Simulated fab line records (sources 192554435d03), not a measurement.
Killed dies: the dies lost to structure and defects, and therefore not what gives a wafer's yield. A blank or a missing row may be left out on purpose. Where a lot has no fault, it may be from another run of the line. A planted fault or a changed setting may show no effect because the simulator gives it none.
Struck lot and sound lot, side by side ; flow n5Finfet ; 18 out of 1938 route steps
Sound: these wafers, L742.2, L742.4, L742.5. Wafers L747.2, L747.4, L747.6 were the ones struck. At the end, the cause is stated.
Each step with rows lists, per side, the tool, then ch with its chambers, then its first start. Under that, the readings that differ: sound wafers ; struck wafers ; difference of the means ; sigmas: that difference in standard deviations of wafers without a fault.
alike: readings with means less than 2 such deviations apart, plus words and numbers identical on both sides. not compared: withheld readings, readings lacking a value on some wafer, bounds such as >300 that could conceal the same value, and numbers that have no deviation in the record and whose values overlap.
A row with sigmas, a row that says differs or no value, or rows on one side alone: a step with any of these is where the two part. Non-overlapping numbers with no deviation appear without sigmas and do not part them. A reading missing from all wafers of one side parts the sides only when that side holds two or more wafers.

N5_PASSIVATION_STRIP_14: strips in O2.
  sound on rieDiel-03 ch 0,1,3, day 14 19:42; struck on rieDiel-03 ch 1,3, day 16 04:46
  alike: drypumpMotorCurrentA, oesProductAu, rfVppV, showerheadPlenumPTorr, tempC, throttleValvePct
  not compared: rfHoursCounterH
then, 3 steps without rows for these wafers: N5_PASSIVATION_ETCH_15 (etches SiCN in CF4/N2, target depth 75 nm, time 81.2 s); N5_PASSIVATION_STRIP_73 (strips in post etch residue remover, time 60 s); N5_PASSIVATION_SRD_17 (time 30 s, dry time 30 s).
N5_PASSIVATION_DEGAS_18: time 60 s.
  sound on pvdSputter-03, day 14 20:15; struck on pvdSputter-02, day 16 07:33
  alike: heaterPowerW
N5_PASSIVATION_PRE_CLEAN_19:
  sound on pvdSputter-03, day 14 20:17; struck on pvdSputter-02, day 16 07:35
  alike: heaterPowerW
N5_PASSIVATION_SPUTTER_20: material TaN, target thk 50 nm.
  sound on pvdSputter-03, day 14 20:20; struck on pvdSputter-02, day 16 07:38
  alike: substrateTempC, throttleValvePct
N5_PASSIVATION_AL_DEP_21: deposits Al, target thk 2800 nm, time 170 s.
  sound on pvdSputter-03, day 14 20:26; struck on pvdSputter-02, day 16 07:44
  alike: substrateTempC, throttleValvePct
then, 4 steps without rows for these wafers: N5_PASSIVATION_HMDS_23 (time 60 s); N5_PASSIVATION_COAT_24; N5_PASSIVATION_EBR_26; N5_PASSIVATION_SOFTBAKE_25 (time 90 s).
N5_PASSIVATION_EXPOSE_27: exposes mask PAD, defocus 0 nm.
  sound on krfScanner-01 ch 0, day 14 20:44; struck on krfScanner-02 ch 0, day 16 08:02
reading;sound;struck;difference;sigmas
exposureDoseMJCm2;32.298 32.297 32.286;22.887 22.920 22.884;-9.397;-99 or more
  alike: mask, focusOffsetNm
then, 3 steps without rows for these wafers: N5_PASSIVATION_PEB_28; N5_PASSIVATION_DEVELOP_29 (develop time 60 s); N5_PASSIVATION_HARDBAKE_31 (time 120 s).
N5_PASSIVATION_CD_MEAS_30 targets a cd of 4000 nm.
  sound on cdSem-01 ch 0, day 14 20:54; struck on cdSem-03 ch 0, day 16 08:12
reading;sound;struck;difference;sigmas
cdNm (nm);3999.7 4000.1 3999.1;3940.2 3938.9 3937.9;-60.6;-47
N5_PASSIVATION_OVL_MEAS_63:
  sound on overlay-01 ch 0, day 14 20:56; struck on overlay-01 ch 0, day 16 08:14
  alike: PAD_OVL

## WHERE THEY PART
First at N5_PASSIVATION_EXPOSE_27; last, within this record, at N5_PASSIVATION_CD_MEAS_30. Later steps at which nothing parts them and some readings are alike: N5_PASSIVATION_OVL_MEAS_63.

WHY: whatever the simulator had introduced
Drift in process parameters on krfScanner-02 at N5_PASSIVATION_EXPOSE_27, starting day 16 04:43. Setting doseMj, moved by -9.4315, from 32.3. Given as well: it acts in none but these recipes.
